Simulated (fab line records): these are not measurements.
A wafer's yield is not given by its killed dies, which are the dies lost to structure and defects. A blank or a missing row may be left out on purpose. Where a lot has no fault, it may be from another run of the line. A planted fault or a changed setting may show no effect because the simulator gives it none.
Which tool was responsible? || flow nand-harc || 12 lots with 36 wafers sampled at 5 steps, on a route of 1302 steps

## WHAT THE GAUGES SHOWED, per wafer
NHARC_END_SORT_01. Usual: for defect-limited-yield, 89.8 % with a standard deviation of 2.9; for killed-at-array, 65 with a standard deviation of 19; for killed-at-other, 0.9 with a standard deviation of 1.1; for killed-at-periphery, 3.5 with a standard deviation of 2.3; for killed-dies, 69 with a standard deviation of 19; for killed-open, 3.2 with a standard deviation of 1.8; for killed-short, 2.4 with a standard deviation of 1.5.
{"lot": "L804", "measured": "day 25 13:08", "on": "prober-01", "defect-limited-yield (%)": "91.7 90.0 90.3", "killed-at-array": "53 61 65", "killed-at-other": "0 0 0", "killed-at-periphery": "3 7 1", "killed-dies": "56 68 66", "killed-open": "3 5 2", "killed-short": "3 4 4", "flag": ""}
{"lot": "L806", "measured": "day 26 08:02", "on": "prober-02", "defect-limited-yield (%)": "0 90.5 88.5", "killed-at-array": "69 59 75", "killed-at-other": "1 1 2", "killed-at-periphery": "607 4 1", "killed-dies": "677 64 78", "killed-open": "1 4 5", "killed-short": "6 6 1", "flag": "OFF"}
{"lot": "L807", "measured": "day 27 03:18", "on": "prober-01", "defect-limited-yield (%)": "95.4 0 96.2", "killed-at-array": "28 31 23", "killed-at-other": "2 2 1", "killed-at-periphery": "1 644 2", "killed-dies": "31 677 26", "killed-open": "4 5 3", "killed-short": "2 3 0", "flag": "OFF"}
{"lot": "L817", "measured": "day 30 20:21", "on": "prober-01", "defect-limited-yield (%)": "95.7 94.8 95.6", "killed-at-array": "25 34 27", "killed-at-other": "0 0 1", "killed-at-periphery": "4 1 2", "killed-dies": "29 35 30", "killed-open": "1 3 2", "killed-short": "1 1 7", "flag": ""}
{"lot": "L818", "measured": "day 31 02:38", "on": "prober-01", "defect-limited-yield (%)": "84.2 84.8 86.0", "killed-at-array": "101 99 86", "killed-at-other": "0 0 0", "killed-at-periphery": "6 4 9", "killed-dies": "107 103 95", "killed-open": "2 2 2", "killed-short": "2 3 4", "flag": ""}
{"lot": "L819", "measured": "day 31 07:13", "on": "prober-02", "defect-limited-yield (%)": "84.3 84.5 86.0", "killed-at-array": "99 99 89", "killed-at-other": "4 4 0", "killed-at-periphery": "3 2 6", "killed-dies": "106 105 95", "killed-open": "2 2 7", "killed-short": "2 1 3", "flag": ""}
{"lot": "L820", "measured": "day 32 18:13", "on": "prober-01", "defect-limited-yield (%)": "87.0 86.6 88.0", "killed-at-array": "84 88 74", "killed-at-other": "3 1 1", "killed-at-periphery": "1 2 6", "killed-dies": "88 91 81", "killed-open": "8 3 2", "killed-short": "2 1 5", "flag": ""}
{"lot": "L821", "measured": "day 33 04:09", "on": "prober-02", "defect-limited-yield (%)": "86.9 86.3 87.3", "killed-at-array": "82 86 78", "killed-at-other": "4 2 4", "killed-at-periphery": "3 5 4", "killed-dies": "89 93 86", "killed-open": "4 2 6", "killed-short": "3 1 6", "flag": ""}
{"lot": "L824", "measured": "day 34 01:17", "on": "prober-02", "defect-limited-yield (%)": "91.1 92.2", "killed-at-array": "60 52", "killed-at-other": "0 0", "killed-at-periphery": "0 1", "killed-dies": "60 53", "killed-open": "1 3", "killed-short": "0 1", "flag": ""}

## WHAT TOOL EACH LOT RAN ON (gives the tool, then ch and the chambers of the sampled wafers, and finally the start)
{"lot": "L802", "NHARC_P_BONDPAD_ETCH_24": "rie-diel-07 ch 0,2,3, day 6 19:20", "NHARC_P_BONDPAD_PRE_CLEAN_26": "pvd-sputter-01, day 6 20:31 or earlier", "NHARC_P_BONDPAD_PVD_27": "pvd-sputter-01, day 6 20:31 or earlier", "NHARC_P_BONDPAD_ANNEAL_28": "rtp-anneal-02 ch 0, day 6 20:31"}
{"lot": "L804", "NHARC_P_BONDPAD_ETCH_24": "rie-diel-06 ch 0,1,3, day 7 12:22", "NHARC_P_BONDPAD_PRE_CLEAN_26": "pvd-sputter-01, day 7 13:44 or earlier", "NHARC_P_BONDPAD_PVD_27": "pvd-sputter-01, day 7 13:44 or earlier", "NHARC_P_BONDPAD_ANNEAL_28": "rtp-anneal-01 ch 0, day 7 13:44"}
{"lot": "L806", "NHARC_P_BONDPAD_ETCH_24": "rie-diel-06 ch 0,2,3, day 8 09:29", "NHARC_P_BONDPAD_PRE_CLEAN_26": "pvd-sputter-02, day 8 10:37 or earlier", "NHARC_P_BONDPAD_PVD_27": "pvd-sputter-02, day 8 10:37 or earlier", "NHARC_P_BONDPAD_ANNEAL_28": "rtp-anneal-01 ch 0, day 8 10:37"}
{"lot": "L807", "NHARC_P_BONDPAD_ETCH_24": "rie-diel-06 ch 1,2,3, day 8 22:00", "NHARC_P_BONDPAD_PRE_CLEAN_26": "pvd-sputter-02, day 8 23:09 or earlier", "NHARC_P_BONDPAD_PVD_27": "pvd-sputter-02, day 8 23:09 or earlier", "NHARC_P_BONDPAD_ANNEAL_28": "rtp-anneal-01 ch 0, day 8 23:09"}
{"lot": "L809", "NHARC_P_BONDPAD_ETCH_24": "rie-diel-13 ch 0,3, day 9 08:44", "NHARC_P_BONDPAD_PRE_CLEAN_26": "pvd-sputter-03, day 9 09:53 or earlier", "NHARC_P_BONDPAD_PVD_27": "pvd-sputter-03, day 9 09:53 or earlier", "NHARC_P_BONDPAD_ANNEAL_28": "rtp-anneal-02 ch 0, day 9 09:53"}
{"lot": "L816", "NHARC_P_BONDPAD_ETCH_24": "rie-diel-13 ch 1,2, day 12 14:35", "NHARC_P_BONDPAD_PRE_CLEAN_26": "pvd-sputter-03, day 12 15:43 or earlier", "NHARC_P_BONDPAD_PVD_27": "pvd-sputter-03, day 12 15:43 or earlier", "NHARC_P_BONDPAD_ANNEAL_28": "rtp-anneal-02 ch 0, day 12 15:43"}
{"lot": "L817", "NHARC_P_BONDPAD_ETCH_24": "rie-diel-13 ch 0,1,2, day 13 11:02", "NHARC_P_BONDPAD_PRE_CLEAN_26": "pvd-sputter-02, day 13 12:23 or earlier", "NHARC_P_BONDPAD_PVD_27": "pvd-sputter-02, day 13 12:23 or earlier", "NHARC_P_BONDPAD_ANNEAL_28": "rtp-anneal-01 ch 0, day 13 12:23"}
{"lot": "L818", "NHARC_P_BONDPAD_ETCH_24": "rie-diel-07 ch 1,2,3, day 13 15:59", "NHARC_P_BONDPAD_PRE_CLEAN_26": "pvd-sputter-01, day 13 17:06 or earlier", "NHARC_P_BONDPAD_PVD_27": "pvd-sputter-01, day 13 17:06 or earlier", "NHARC_P_BONDPAD_ANNEAL_28": "rtp-anneal-01 ch 0, day 13 17:06"}
{"lot": "L819", "NHARC_P_BONDPAD_ETCH_24": "rie-diel-13 ch 0,2, day 13 19:55", "NHARC_P_BONDPAD_PRE_CLEAN_26": "pvd-sputter-01, day 13 21:06 or earlier", "NHARC_P_BONDPAD_PVD_27": "pvd-sputter-01, day 13 21:06 or earlier", "NHARC_P_BONDPAD_ANNEAL_28": "rtp-anneal-01 ch 0, day 13 21:06"}
{"lot": "L820", "NHARC_P_BONDPAD_ETCH_24": "rie-diel-06 ch 1,2, day 14 13:13", "NHARC_P_BONDPAD_PRE_CLEAN_26": "pvd-sputter-01, day 14 14:24 or earlier", "NHARC_P_BONDPAD_PVD_27": "pvd-sputter-01, day 14 14:24 or earlier", "NHARC_P_BONDPAD_ANNEAL_28": "rtp-anneal-02 ch 0, day 14 14:24"}
{"lot": "L821", "NHARC_P_BONDPAD_ETCH_24": "rie-diel-07 ch 0,3, day 14 18:55", "NHARC_P_BONDPAD_PRE_CLEAN_26": "pvd-sputter-03, day 14 20:04 or earlier", "NHARC_P_BONDPAD_PVD_27": "pvd-sputter-03, day 14 20:04 or earlier", "NHARC_P_BONDPAD_ANNEAL_28": "rtp-anneal-01 ch 0, day 14 20:04"}
{"lot": "L824", "NHARC_P_BONDPAD_ETCH_24": "rie-diel-06 ch 0,1,3, day 15 13:59", "NHARC_P_BONDPAD_PRE_CLEAN_26": "pvd-sputter-02, day 15 15:07 or earlier", "NHARC_P_BONDPAD_PVD_27": "pvd-sputter-02, day 15 15:07 or earlier", "NHARC_P_BONDPAD_ANNEAL_28": "rtp-anneal-02 ch 0, day 15 15:07"}
- NHARC_P_BONDPAD_ETCH_24: etches the open film in CF4/N2, target depth 30 nm, time 72.99 s.
- NHARC_P_BONDPAD_PRE_CLEAN_26: time 30 s.
- NHARC_P_BONDPAD_PVD_27: deposits Cu, target thk 30 nm, time 20.49 s.
- NHARC_P_BONDPAD_ANNEAL_28: time 90 s.

## AS READ BY THE TOOLS THEMSELVES (means over the sampled wafers that have a number; for cases with no such wafer, the mark the record gives instead)
NHARC_P_BONDPAD_ETCH_24. Usual: for drypump-motor-current-A, 5.3 A with a standard deviation of 0.54; for n2-flow-sccm, 100.0 sccm with a standard deviation of 0.31; for oes-product-au, 1.001 a.u. with a standard deviation of 0.0093; for rf-fwd-power-W, 297.6 W with a standard deviation of 1; for rf-vpp-V, 314.3 V with a standard deviation of 1.7; for showerhead-plenum-p-Torr, 2.63 Torr with a standard deviation of 0.084; for throttle-valve-pct, 19.794 % with a standard deviation of 0.0096.
{"lot": "L802", "tool": "rie-diel-07", "drypump-motor-current-A (A)": 5.3, "n2-flow-sccm (sccm)": 100.2, "oes-product-au (a.u.)": 0.992, "rf-fwd-power-W (W)": 297.9, "rf-vpp-V (V)": 314.3, "showerhead-plenum-p-Torr (Torr)": 2.66, "throttle-valve-pct (%)": 19.795, "flag": ""}
{"lot": "L804", "tool": "rie-diel-06", "drypump-motor-current-A (A)": 5.0, "n2-flow-sccm (sccm)": 100.0, "oes-product-au (a.u.)": 1.004, "rf-fwd-power-W (W)": 297.9, "rf-vpp-V (V)": 314.4, "showerhead-plenum-p-Torr (Torr)": 2.60, "throttle-valve-pct (%)": 19.784, "flag": ""}
{"lot": "L806", "tool": "rie-diel-06", "drypump-motor-current-A (A)": 5.2, "n2-flow-sccm (sccm)": 100.0, "oes-product-au (a.u.)": 0.926, "rf-fwd-power-W (W)": 257.6, "rf-vpp-V (V)": 314.3, "showerhead-plenum-p-Torr (Torr)": 2.63, "throttle-valve-pct (%)": 19.797, "flag": "OFF"}
{"lot": "L807", "tool": "rie-diel-06", "drypump-motor-current-A (A)": 5.0, "n2-flow-sccm (sccm)": 99.9, "oes-product-au (a.u.)": 0.931, "rf-fwd-power-W (W)": 257.5, "rf-vpp-V (V)": 316.3, "showerhead-plenum-p-Torr (Torr)": 2.68, "throttle-valve-pct (%)": 19.792, "flag": "OFF"}
{"lot": "L809", "tool": "rie-diel-13", "drypump-motor-current-A (A)": 5.2, "n2-flow-sccm (sccm)": 99.6, "oes-product-au (a.u.)": 0.997, "rf-fwd-power-W (W)": 297.4, "rf-vpp-V (V)": 313.8, "showerhead-plenum-p-Torr (Torr)": 2.64, "throttle-valve-pct (%)": 19.799, "flag": ""}
{"lot": "L816", "tool": "rie-diel-13", "drypump-motor-current-A (A)": 6.0, "n2-flow-sccm (sccm)": 100.1, "oes-product-au (a.u.)": 1.000, "rf-fwd-power-W (W)": 297.1, "rf-vpp-V (V)": 314.5, "showerhead-plenum-p-Torr (Torr)": 2.65, "throttle-valve-pct (%)": 19.796, "flag": ""}
{"lot": "L817", "tool": "rie-diel-13", "drypump-motor-current-A (A)": 5.5, "n2-flow-sccm (sccm)": 100.2, "oes-product-au (a.u.)": 1.003, "rf-fwd-power-W (W)": 297.1, "rf-vpp-V (V)": 314.1, "showerhead-plenum-p-Torr (Torr)": 2.64, "throttle-valve-pct (%)": 19.790, "flag": ""}
{"lot": "L818", "tool": "rie-diel-07", "drypump-motor-current-A (A)": 5.4, "n2-flow-sccm (sccm)": 99.8, "oes-product-au (a.u.)": 0.994, "rf-fwd-power-W (W)": 297.6, "rf-vpp-V (V)": 313.9, "showerhead-plenum-p-Torr (Torr)": 2.63, "throttle-valve-pct (%)": 19.797, "flag": ""}
{"lot": "L819", "tool": "rie-diel-13", "drypump-motor-current-A (A)": 6.0, "n2-flow-sccm (sccm)": 99.8, "oes-product-au (a.u.)": 1.003, "rf-fwd-power-W (W)": 296.3, "rf-vpp-V (V)": 314.1, "showerhead-plenum-p-Torr (Torr)": 2.67, "throttle-valve-pct (%)": 19.807, "flag": ""}
{"lot": "L820", "tool": "rie-diel-06", "drypump-motor-current-A (A)": 5.1, "n2-flow-sccm (sccm)": 100.3, "oes-product-au (a.u.)": 1.011, "rf-fwd-power-W (W)": 297.5, "rf-vpp-V (V)": 317.0, "showerhead-plenum-p-Torr (Torr)": 2.75, "throttle-valve-pct (%)": 19.792, "flag": ""}
{"lot": "L821", "tool": "rie-diel-07", "drypump-motor-current-A (A)": 4.9, "n2-flow-sccm (sccm)": 99.8, "oes-product-au (a.u.)": 0.995, "rf-fwd-power-W (W)": 298.0, "rf-vpp-V (V)": 314.4, "showerhead-plenum-p-Torr (Torr)": 2.61, "throttle-valve-pct (%)": 19.790, "flag": ""}
{"lot": "L824", "tool": "rie-diel-06", "drypump-motor-current-A (A)": 5.0, "n2-flow-sccm (sccm)": 100.0, "oes-product-au (a.u.)": 1.007, "rf-fwd-power-W (W)": 296.8, "rf-vpp-V (V)": 314.6, "showerhead-plenum-p-Torr (Torr)": 2.60, "throttle-valve-pct (%)": 19.789, "flag": ""}

NHARC_P_BONDPAD_PRE_CLEAN_26. Usual: 411 W for heater-power-w, sd 29.
{"lot": "L802", "tool": "pvd-sputter-01", "heater-power-w (W)": 398, "flag": ""}
{"lot": "L804", "tool": "pvd-sputter-01", "heater-power-w (W)": 401, "flag": ""}
{"lot": "L806", "tool": "pvd-sputter-02", "heater-power-w (W)": 427, "flag": ""}
{"lot": "L807", "tool": "pvd-sputter-02", "heater-power-w (W)": 433, "flag": ""}
{"lot": "L809", "tool": "pvd-sputter-03", "heater-power-w (W)": 412, "flag": ""}
{"lot": "L816", "tool": "pvd-sputter-03", "heater-power-w (W)": 411, "flag": ""}
{"lot": "L817", "tool": "pvd-sputter-02", "heater-power-w (W)": 393, "flag": ""}
{"lot": "L818", "tool": "pvd-sputter-01", "heater-power-w (W)": 401, "flag": ""}
{"lot": "L819", "tool": "pvd-sputter-01", "heater-power-w (W)": 401, "flag": ""}
{"lot": "L820", "tool": "pvd-sputter-01", "heater-power-w (W)": 400, "flag": ""}
{"lot": "L821", "tool": "pvd-sputter-03", "heater-power-w (W)": 427, "flag": ""}
{"lot": "L824", "tool": "pvd-sputter-02", "heater-power-w (W)": 412, "flag": ""}

NHARC_P_BONDPAD_PVD_27. Usual: substrate-temp-c 30.00 C, standard deviation 0.11; throttle-valve-pct 29.8 %, standard deviation 0.89.
{"lot": "L802", "tool": "pvd-sputter-01", "substrate-temp-c (C)": 30.02, "throttle-valve-pct (%)": 29.7, "flag": ""}
{"lot": "L804", "tool": "pvd-sputter-01", "substrate-temp-c (C)": 30.15, "throttle-valve-pct (%)": 30.6, "flag": ""}
{"lot": "L806", "tool": "pvd-sputter-02", "substrate-temp-c (C)": 30.01, "throttle-valve-pct (%)": 30.5, "flag": ""}
{"lot": "L807", "tool": "pvd-sputter-02", "substrate-temp-c (C)": 30.02, "throttle-valve-pct (%)": 29.9, "flag": ""}
{"lot": "L809", "tool": "pvd-sputter-03", "substrate-temp-c (C)": 30.02, "throttle-valve-pct (%)": 30.0, "flag": ""}
{"lot": "L816", "tool": "pvd-sputter-03", "substrate-temp-c (C)": 30.00, "throttle-valve-pct (%)": 30.0, "flag": ""}
{"lot": "L817", "tool": "pvd-sputter-02", "substrate-temp-c (C)": 30.06, "throttle-valve-pct (%)": 29.8, "flag": ""}
{"lot": "L818", "tool": "pvd-sputter-01", "substrate-temp-c (C)": 29.95, "throttle-valve-pct (%)": 29.8, "flag": ""}
{"lot": "L819", "tool": "pvd-sputter-01", "substrate-temp-c (C)": 30.10, "throttle-valve-pct (%)": 29.8, "flag": ""}
{"lot": "L820", "tool": "pvd-sputter-01", "substrate-temp-c (C)": 30.02, "throttle-valve-pct (%)": 30.5, "flag": ""}
{"lot": "L821", "tool": "pvd-sputter-03", "substrate-temp-c (C)": 29.96, "throttle-valve-pct (%)": 30.0, "flag": ""}
{"lot": "L824", "tool": "pvd-sputter-02", "substrate-temp-c (C)": 29.98, "throttle-valve-pct (%)": 29.9, "flag": ""}

NHARC_P_BONDPAD_ANNEAL_28. Usual: 226.1 for wafer_temp_C_max, sd 0.35.
{"lot": "L802", "tool": "rtp-anneal-02", "wafer_temp_C_max": 225.8, "flag": ""}
{"lot": "L804", "tool": "rtp-anneal-01", "wafer_temp_C_max": 226.3, "flag": ""}
{"lot": "L806", "tool": "rtp-anneal-01", "wafer_temp_C_max": 226.6, "flag": ""}
{"lot": "L807", "tool": "rtp-anneal-01", "wafer_temp_C_max": 226.2, "flag": ""}
{"lot": "L809", "tool": "rtp-anneal-02", "wafer_temp_C_max": 226.0, "flag": ""}
{"lot": "L816", "tool": "rtp-anneal-02", "wafer_temp_C_max": 226.0, "flag": ""}
{"lot": "L817", "tool": "rtp-anneal-01", "wafer_temp_C_max": 226.5, "flag": ""}
{"lot": "L818", "tool": "rtp-anneal-01", "wafer_temp_C_max": 226.3, "flag": ""}
{"lot": "L819", "tool": "rtp-anneal-01", "wafer_temp_C_max": 226.3, "flag": ""}
{"lot": "L820", "tool": "rtp-anneal-02", "wafer_temp_C_max": 226.0, "flag": ""}
{"lot": "L821", "tool": "rtp-anneal-01", "wafer_temp_C_max": 226.4, "flag": ""}
{"lot": "L824", "tool": "rtp-anneal-02", "wafer_temp_C_max": 226.0, "flag": ""}

## THE ANSWER, worked out from the rows above alone
Rule: a lot counts as off when the mean over its wafers that have a number is more than 3 standard deviations away from the usual mean. A lot without any number at a reading at which 4 lots or more have one is off too. Where the step has rows for the other lots, those lots are counted as sound. Order of review: gauges by route order, followed by the tools' own readings, for which a lot's mean as printed above is used. At the first step where some lot is off, the reading lying furthest off is the one used; lots without a number count as furthest.
Off: L806, L807 (NHARC_END_SORT_01, killed-at-periphery). Neither off nor sound, because the step has no rows for them: L802, L809, L816.
If a tool, at a process step before that reading, ran all the lots that are off and no sound lot after the first of them, it fits. The gauges at NHARC_END_SORT_01 aren't tried: what is off there is off at NHARC_P_BONDPAD_ETCH_24 too, on other tools, and a gauge's error can't cause that. With no start given for some of its lots, NHARC_P_BONDPAD_PRE_CLEAN_26 uses the hours and lot order of NHARC_P_BONDPAD_ANNEAL_28. With no start given for some of its lots, NHARC_P_BONDPAD_PVD_27 uses the hours and lot order of NHARC_P_BONDPAD_ANNEAL_28. Not one of the candidates tried fits.

## WHAT THE SIMULATOR HAD INSERTED
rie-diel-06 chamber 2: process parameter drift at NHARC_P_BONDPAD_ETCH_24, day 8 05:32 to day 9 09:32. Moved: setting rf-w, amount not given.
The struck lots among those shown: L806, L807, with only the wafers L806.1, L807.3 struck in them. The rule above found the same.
